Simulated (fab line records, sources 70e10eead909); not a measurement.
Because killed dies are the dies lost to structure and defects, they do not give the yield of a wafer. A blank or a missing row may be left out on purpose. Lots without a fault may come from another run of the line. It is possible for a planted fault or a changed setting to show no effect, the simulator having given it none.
Which of the tools did it? || flow nand-harc || Sampling: 12 lots, 36 wafers, 5 of 1159 route steps

== WHAT EACH GAUGE READ, for each wafer ==
NHARC_END_SORT_01. Usual: defect-limited-yield 95.6 %, standard deviation 1.4; killed-at-array 26, standard deviation 9; killed-at-other 0.8, standard deviation 1.2; killed-at-periphery 3.2, standard deviation 2.3; killed-dies 30, standard deviation 9.1; killed-open 3.5, standard deviation 2; killed-short 1.8, standard deviation 1.4; sort_bin_2_pct 1.4 %, standard deviation 0.59; sort_bin_3_pct 0.25 %, standard deviation 0.22; sort_bin_4_pct 2.8 %, standard deviation 0.91; sort-n-pass 647, standard deviation 9.1; sort-rim-yield-pct 95.4 %, standard deviation 3; sort-yield-pct 95.6 %, standard deviation 1.4.
{"lot": "L644", "measured": "day 21 11:17", "on": "prober-01", "defect-limited-yield (%)": "96.0 96.0 96.3", "killed-at-array": "24 17 22", "killed-at-other": "1 4 1", "killed-at-periphery": "2 6 2", "killed-dies": "27 27 25", "killed-open": "1 6 3", "killed-short": "2 2 2", "sort_bin_2_pct (%)": "1.3 1.8 1.5", "sort_bin_3_pct (%)": "0 0 0.15", "sort_bin_4_pct (%)": "2.7 2.2 2.1", "sort-n-pass": "650 650 652", "sort-rim-yield-pct (%)": "92.5 94.3 95.3", "sort-yield-pct (%)": "96.0 96.0 96.3", "flag": ""}
{"lot": "L652", "measured": "day 23 22:32", "on": "prober-02", "defect-limited-yield (%)": "78.0 79.2 79.6", "killed-at-array": "30 29 26", "killed-at-other": "0 0 0", "killed-at-periphery": "119 112 112", "killed-dies": "149 141 138", "killed-open": "4 4 5", "killed-short": "0 2 0", "sort_bin_2_pct (%)": "9.2 8.7 8.0", "sort_bin_3_pct (%)": "5.91 4.87 5.61", "sort_bin_4_pct (%)": "6.9 7.2 6.8", "sort-n-pass": "528 536 539", "sort-rim-yield-pct (%)": "94.3 88.7 85.8", "sort-yield-pct (%)": "78.0 79.2 79.6", "flag": "OFF"}
{"lot": "L654", "measured": "day 24 12:14", "on": "prober-01", "defect-limited-yield (%)": "84.3 83.3 84.3", "killed-at-array": "16 15 18", "killed-at-other": "0 0 0", "killed-at-periphery": "90 98 88", "killed-dies": "106 113 106", "killed-open": "1 2 4", "killed-short": "0 1 4", "sort_bin_2_pct (%)": "6.1 6.2 6.2", "sort_bin_3_pct (%)": "5.61 5.91 5.32", "sort_bin_4_pct (%)": "4.0 4.6 4.1", "sort-n-pass": "571 564 571", "sort-rim-yield-pct (%)": "81.1 87.7 82.1", "sort-yield-pct (%)": "84.3 83.3 84.3", "flag": "OFF"}

== WHAT TOOL EACH LOT RAN ON (gives the tool, then ch and the chambers of the sampled wafers, and finally the start) ==
{"lot": "L635", "NHARC_P_M2_STRIP_18": "rie-diel-05 ch 0,2,3, day 6 04:53", "NHARC_A_M1_DEGAS_29": "pvd-sputter-02, day 17 23:12", "NHARC_A_M1_PVD_21": "pvd-sputter-02, day 18 02:27 or earlier", "NHARC_A_BONDPAD_CMP_29": "cmp-02 ch 1,2,3, day 18 02:27"}
{"lot": "L637", "NHARC_P_M2_STRIP_18": "rie-diel-05 ch 0,1,3, day 6 20:28", "NHARC_A_M1_DEGAS_29": "pvd-sputter-01, day 18 07:38", "NHARC_A_M1_PVD_21": "pvd-sputter-01, day 18 10:28 or earlier", "NHARC_A_BONDPAD_CMP_29": "cmp-03 ch 1,3, day 18 10:28"}
{"lot": "L636", "NHARC_P_M2_STRIP_18": "rie-diel-09 ch 0,2,3, day 6 20:44", "NHARC_A_M1_DEGAS_29": "pvd-sputter-02, day 18 07:21", "NHARC_A_M1_PVD_21": "pvd-sputter-02, day 18 10:14 or earlier", "NHARC_A_BONDPAD_CMP_29": "cmp-04 ch 1,3, day 18 10:14"}
{"lot": "L640", "NHARC_P_M2_STRIP_18": "rie-diel-05 ch 0,2,3, day 7 09:56", "NHARC_A_M1_DEGAS_29": "pvd-sputter-01, day 19 00:17", "NHARC_A_M1_PVD_21": "pvd-sputter-01, day 19 03:01 or earlier", "NHARC_A_BONDPAD_CMP_29": "cmp-02 ch 0,1, day 19 03:01"}
{"lot": "L639", "NHARC_P_M2_STRIP_18": "rie-diel-05 ch 0,1, day 7 10:02", "NHARC_A_M1_DEGAS_29": "pvd-sputter-02, day 19 00:38", "NHARC_A_M1_PVD_21": "pvd-sputter-02, day 19 03:40 or earlier", "NHARC_A_BONDPAD_CMP_29": "cmp-04 ch 1,2,3, day 19 03:40"}
{"lot": "L641", "NHARC_P_M2_STRIP_18": "rie-diel-09 ch 1,2,3, day 8 00:13", "NHARC_A_M1_DEGAS_29": "pvd-sputter-01, day 19 12:59", "NHARC_A_M1_PVD_21": "pvd-sputter-01, day 19 15:44 or earlier", "NHARC_A_BONDPAD_CMP_29": "cmp-04 ch 0,2,3, day 19 15:44"}
{"lot": "L642", "NHARC_P_M2_STRIP_18": "rie-diel-05 ch 0,1,2, day 8 09:17", "NHARC_A_M1_DEGAS_29": "pvd-sputter-02, day 19 15:12", "NHARC_A_M1_PVD_21": "pvd-sputter-02, day 19 17:52 or earlier", "NHARC_A_BONDPAD_CMP_29": "cmp-03 ch 0,2,3, day 19 17:52"}
{"lot": "L643", "NHARC_P_M2_STRIP_18": "rie-diel-05 ch 1,2,3, day 8 14:14", "NHARC_A_M1_DEGAS_29": "pvd-sputter-02, day 20 10:29", "NHARC_A_M1_PVD_21": "pvd-sputter-02, day 20 13:09 or earlier", "NHARC_A_BONDPAD_CMP_29": "cmp-04 ch 0,1,3, day 20 13:09"}
{"lot": "L644", "NHARC_P_M2_STRIP_18": "rie-diel-05 ch 0,1, day 8 20:57", "NHARC_A_M1_DEGAS_29": "pvd-sputter-01, day 20 04:31", "NHARC_A_M1_PVD_21": "pvd-sputter-01, day 20 07:14 or earlier", "NHARC_A_BONDPAD_CMP_29": "cmp-02 ch 1,2,3, day 20 07:14"}
{"lot": "L652", "NHARC_P_M2_STRIP_18": "rie-diel-09 ch 0,3, day 10 21:10", "NHARC_A_M1_DEGAS_29": "pvd-sputter-03, day 22 04:29", "NHARC_A_M1_PVD_21": "pvd-sputter-03, day 22 07:12 or earlier", "NHARC_A_BONDPAD_CMP_29": "cmp-02 ch 1,3, day 22 07:12"}
{"lot": "L654", "NHARC_P_M2_STRIP_18": "rie-diel-09 ch 1,3, day 11 06:55", "NHARC_A_M1_DEGAS_29": "pvd-sputter-03, day 22 23:03", "NHARC_A_M1_PVD_21": "pvd-sputter-03, day 23 01:46 or earlier", "NHARC_A_BONDPAD_CMP_29": "cmp-03 ch 1,3, day 23 01:46"}
{"lot": "L657", "NHARC_P_M2_STRIP_18": "rie-diel-05 ch 0,1,2, day 11 21:30", "NHARC_A_M1_DEGAS_29": "pvd-sputter-02, day 24 13:57", "NHARC_A_M1_PVD_21": "pvd-sputter-02, day 24 16:42 or earlier", "NHARC_A_BONDPAD_CMP_29": "cmp-03 ch 0,1,2, day 24 16:42"}
- NHARC_P_M2_STRIP_18: strips in N2/H2.
- NHARC_A_M1_DEGAS_29: time 60 s.
- NHARC_A_M1_PVD_21: deposits Cu, target thk 30 nm, time 20.49 s.
- NHARC_A_BONDPAD_CMP_29: polishes SiCN, target thk 200 nm.

== AS READ BY THE TOOLS THEMSELVES (means over the sampled wafers that have a number; for cases with no such wafer, the mark the record gives instead) ==
NHARC_P_M2_STRIP_18. Usual: drypump-motor-current-A 5.7 A, standard deviation 0.36; h2-flow-sccm 150.0 sccm, standard deviation 0.48; mfc-ar-sccm 0.008 sccm, standard deviation 0.011; oes-product-au 1.001 a.u., standard deviation 0.0084; rf-fwd-power-W 998 W, standard deviation 3.3; rf-vpp-V 90.9 V, standard deviation 1; showerhead-plenum-p-Torr 2.08 Torr, standard deviation 0.085; throttle-valve-pct 14.171 %, standard deviation 0.0093.
{"lot": "L635", "tool": "rie-diel-05", "drypump-motor-current-A (A)": 5.6, "h2-flow-sccm (sccm)": 149.4, "mfc-ar-sccm (sccm)": 0.009, "oes-product-au (a.u.)": 0.999, "rf-fwd-power-W (W)": 999, "rf-vpp-V (V)": 90.2, "showerhead-plenum-p-Torr (Torr)": 2.06, "throttle-valve-pct (%)": 14.178, "flag": ""}
{"lot": "L637", "tool": "rie-diel-05", "drypump-motor-current-A (A)": 5.9, "h2-flow-sccm (sccm)": 150.1, "mfc-ar-sccm (sccm)": 0.009, "oes-product-au (a.u.)": 1.003, "rf-fwd-power-W (W)": 999, "rf-vpp-V (V)": 91.1, "showerhead-plenum-p-Torr (Torr)": 2.08, "throttle-valve-pct (%)": 14.173, "flag": ""}
{"lot": "L636", "tool": "rie-diel-09", "drypump-motor-current-A (A)": 5.5, "h2-flow-sccm (sccm)": 149.9, "mfc-ar-sccm (sccm)": 0.010, "oes-product-au (a.u.)": 0.994, "rf-fwd-power-W (W)": 997, "rf-vpp-V (V)": 90.3, "showerhead-plenum-p-Torr (Torr)": 2.11, "throttle-valve-pct (%)": 14.164, "flag": ""}
{"lot": "L640", "tool": "rie-diel-05", "drypump-motor-current-A (A)": 5.7, "h2-flow-sccm (sccm)": 149.9, "mfc-ar-sccm (sccm)": 0.009, "oes-product-au (a.u.)": 1.007, "rf-fwd-power-W (W)": 998, "rf-vpp-V (V)": 91.5, "showerhead-plenum-p-Torr (Torr)": 2.06, "throttle-valve-pct (%)": 14.170, "flag": ""}
{"lot": "L639", "tool": "rie-diel-05", "drypump-motor-current-A (A)": 5.9, "h2-flow-sccm (sccm)": 150.1, "mfc-ar-sccm (sccm)": 0.019, "oes-product-au (a.u.)": 1.003, "rf-fwd-power-W (W)": 997, "rf-vpp-V (V)": 90.0, "showerhead-plenum-p-Torr (Torr)": 2.15, "throttle-valve-pct (%)": 14.173, "flag": ""}
{"lot": "L641", "tool": "rie-diel-09", "drypump-motor-current-A (A)": 5.7, "h2-flow-sccm (sccm)": 149.9, "mfc-ar-sccm (sccm)": 0.015, "oes-product-au (a.u.)": 1.001, "rf-fwd-power-W (W)": 1000, "rf-vpp-V (V)": 91.2, "showerhead-plenum-p-Torr (Torr)": 2.16, "throttle-valve-pct (%)": 14.169, "flag": ""}
{"lot": "L642", "tool": "rie-diel-05", "drypump-motor-current-A (A)": 5.7, "h2-flow-sccm (sccm)": 150.1, "mfc-ar-sccm (sccm)": 0.009, "oes-product-au (a.u.)": 1.005, "rf-fwd-power-W (W)": 995, "rf-vpp-V (V)": 91.3, "showerhead-plenum-p-Torr (Torr)": 2.08, "throttle-valve-pct (%)": 14.177, "flag": ""}
{"lot": "L643", "tool": "rie-diel-05", "drypump-motor-current-A (A)": 5.7, "h2-flow-sccm (sccm)": 149.7, "mfc-ar-sccm (sccm)": 0.000, "oes-product-au (a.u.)": 0.999, "rf-fwd-power-W (W)": 1001, "rf-vpp-V (V)": 90.4, "showerhead-plenum-p-Torr (Torr)": 2.02, "throttle-valve-pct (%)": 14.175, "flag": ""}
{"lot": "L644", "tool": "rie-diel-05", "drypump-motor-current-A (A)": 5.9, "h2-flow-sccm (sccm)": 150.6, "mfc-ar-sccm (sccm)": 0.019, "oes-product-au (a.u.)": 1.000, "rf-fwd-power-W (W)": 999, "rf-vpp-V (V)": 91.1, "showerhead-plenum-p-Torr (Torr)": 2.15, "throttle-valve-pct (%)": 14.171, "flag": ""}
{"lot": "L652", "tool": "rie-diel-09", "drypump-motor-current-A (A)": 5.2, "h2-flow-sccm (sccm)": 150.0, "mfc-ar-sccm (sccm)": 0.013, "oes-product-au (a.u.)": 0.997, "rf-fwd-power-W (W)": 998, "rf-vpp-V (V)": 90.9, "showerhead-plenum-p-Torr (Torr)": 2.09, "throttle-valve-pct (%)": 14.166, "flag": ""}
{"lot": "L654", "tool": "rie-diel-09", "drypump-motor-current-A (A)": 5.8, "h2-flow-sccm (sccm)": 149.9, "mfc-ar-sccm (sccm)": 0.017, "oes-product-au (a.u.)": 1.010, "rf-fwd-power-W (W)": 998, "rf-vpp-V (V)": 90.9, "showerhead-plenum-p-Torr (Torr)": 2.15, "throttle-valve-pct (%)": 14.174, "flag": ""}
{"lot": "L657", "tool": "rie-diel-05", "drypump-motor-current-A (A)": 5.8, "h2-flow-sccm (sccm)": 149.9, "mfc-ar-sccm (sccm)": 0.009, "oes-product-au (a.u.)": 1.000, "rf-fwd-power-W (W)": 996, "rf-vpp-V (V)": 90.7, "showerhead-plenum-p-Torr (Torr)": 2.08, "throttle-valve-pct (%)": 14.169, "flag": ""}

NHARC_A_M1_DEGAS_29. Usual: heater-power-w at 337 W, with a standard deviation of 31.
{"lot": "L635", "tool": "pvd-sputter-02", "heater-power-w (W)": 321, "flag": ""}
{"lot": "L637", "tool": "pvd-sputter-01", "heater-power-w (W)": 340, "flag": ""}
{"lot": "L636", "tool": "pvd-sputter-02", "heater-power-w (W)": 327, "flag": ""}
{"lot": "L640", "tool": "pvd-sputter-01", "heater-power-w (W)": 364, "flag": ""}
{"lot": "L639", "tool": "pvd-sputter-02", "heater-power-w (W)": 329, "flag": ""}
{"lot": "L641", "tool": "pvd-sputter-01", "heater-power-w (W)": 354, "flag": ""}
{"lot": "L642", "tool": "pvd-sputter-02", "heater-power-w (W)": 324, "flag": ""}
{"lot": "L643", "tool": "pvd-sputter-02", "heater-power-w (W)": 327, "flag": ""}
{"lot": "L644", "tool": "pvd-sputter-01", "heater-power-w (W)": 314, "flag": ""}
{"lot": "L652", "tool": "pvd-sputter-03", "heater-power-w (W)": 346, "flag": ""}
{"lot": "L654", "tool": "pvd-sputter-03", "heater-power-w (W)": 313, "flag": ""}
{"lot": "L657", "tool": "pvd-sputter-02", "heater-power-w (W)": 339, "flag": ""}

NHARC_A_M1_PVD_21. Usual: throttle-valve-pct at 29.9 %, with a standard deviation of 1.1.
{"lot": "L635", "tool": "pvd-sputter-02", "throttle-valve-pct (%)": 30.0, "flag": ""}
{"lot": "L637", "tool": "pvd-sputter-01", "throttle-valve-pct (%)": 28.9, "flag": ""}
{"lot": "L636", "tool": "pvd-sputter-02", "throttle-valve-pct (%)": 29.8, "flag": ""}
{"lot": "L640", "tool": "pvd-sputter-01", "throttle-valve-pct (%)": 28.0, "flag": ""}
{"lot": "L639", "tool": "pvd-sputter-02", "throttle-valve-pct (%)": 29.7, "flag": ""}
{"lot": "L641", "tool": "pvd-sputter-01", "throttle-valve-pct (%)": 30.0, "flag": ""}
{"lot": "L642", "tool": "pvd-sputter-02", "throttle-valve-pct (%)": 30.7, "flag": ""}
{"lot": "L643", "tool": "pvd-sputter-02", "throttle-valve-pct (%)": 30.3, "flag": ""}
{"lot": "L644", "tool": "pvd-sputter-01", "throttle-valve-pct (%)": 30.5, "flag": ""}
{"lot": "L652", "tool": "pvd-sputter-03", "throttle-valve-pct (%)": 30.5, "flag": ""}
{"lot": "L654", "tool": "pvd-sputter-03", "throttle-valve-pct (%)": 30.6, "flag": ""}
{"lot": "L657", "tool": "pvd-sputter-02", "throttle-valve-pct (%)": 30.1, "flag": ""}

NHARC_A_BONDPAD_CMP_29. Usual: motor-current-A 12.6 A, standard deviation 1.4; slurry-filter-dp-kPa 13.49 kPa, standard deviation 0.14.
{"lot": "L635", "tool": "cmp-02", "motor-current-A (A)": 12.9, "slurry-filter-dp-kPa (kPa)": 13.50, "flag": ""}
{"lot": "L637", "tool": "cmp-03", "motor-current-A (A)": 11.9, "slurry-filter-dp-kPa (kPa)": 13.38, "flag": ""}
{"lot": "L636", "tool": "cmp-04", "motor-current-A (A)": 12.4, "slurry-filter-dp-kPa (kPa)": 13.49, "flag": ""}
{"lot": "L640", "tool": "cmp-02", "motor-current-A (A)": 11.6, "slurry-filter-dp-kPa (kPa)": 13.43, "flag": ""}
{"lot": "L639", "tool": "cmp-04", "motor-current-A (A)": 12.5, "slurry-filter-dp-kPa (kPa)": 13.40, "flag": ""}
{"lot": "L641", "tool": "cmp-04", "motor-current-A (A)": 12.3, "slurry-filter-dp-kPa (kPa)": 13.66, "flag": ""}
{"lot": "L642", "tool": "cmp-03", "motor-current-A (A)": 13.4, "slurry-filter-dp-kPa (kPa)": 13.53, "flag": ""}
{"lot": "L643", "tool": "cmp-04", "motor-current-A (A)": 11.7, "slurry-filter-dp-kPa (kPa)": 13.33, "flag": ""}
{"lot": "L644", "tool": "cmp-02", "motor-current-A (A)": 12.4, "slurry-filter-dp-kPa (kPa)": 13.56, "flag": ""}
{"lot": "L652", "tool": "cmp-02", "motor-current-A (A)": 12.3, "slurry-filter-dp-kPa (kPa)": 13.51, "flag": ""}
{"lot": "L654", "tool": "cmp-03", "motor-current-A (A)": 12.5, "slurry-filter-dp-kPa (kPa)": 13.46, "flag": ""}
{"lot": "L657", "tool": "cmp-03", "motor-current-A (A)": 14.0, "slurry-filter-dp-kPa (kPa)": 13.57, "flag": ""}

== THE ANSWER, worked out from the rows above alone ==
Rule: a lot is off if the mean of its wafers that have a number lies more than 3 standard deviations from the usual mean. Also off: a lot with no number at a reading for which 4 or more lots have one. Where the step has rows for the other lots, those lots are counted as sound. First the gauges in route order, then the tools' own readings, where a lot's mean is used as printed above. The first step at which some lot is off is used, and at that step the reading that is off furthest; a lot without a number counts as furthest.
Off at NHARC_END_SORT_01 (killed-at-periphery): L652, L654. Neither off nor sound, because the step has no rows for them: L635, L637, L636, L640, L639, L641, L642, L643, L657.
A tool fits if, at a process step before that reading, it ran every lot that is off, and no sound lot after the first of them. The gauges at NHARC_END_SORT_01 are tried like those tools. With no start given for some of its lots, NHARC_A_M1_PVD_21 uses the hours and lot order of NHARC_A_BONDPAD_CMP_29. Undecided on this evidence; 2 tools fit (rie-diel-09 at NHARC_P_M2_STRIP_18, pvd-sputter-03 at NHARC_A_M1_DEGAS_29 and NHARC_A_M1_PVD_21).

== WHAT THE SIMULATOR HAD INSERTED ==
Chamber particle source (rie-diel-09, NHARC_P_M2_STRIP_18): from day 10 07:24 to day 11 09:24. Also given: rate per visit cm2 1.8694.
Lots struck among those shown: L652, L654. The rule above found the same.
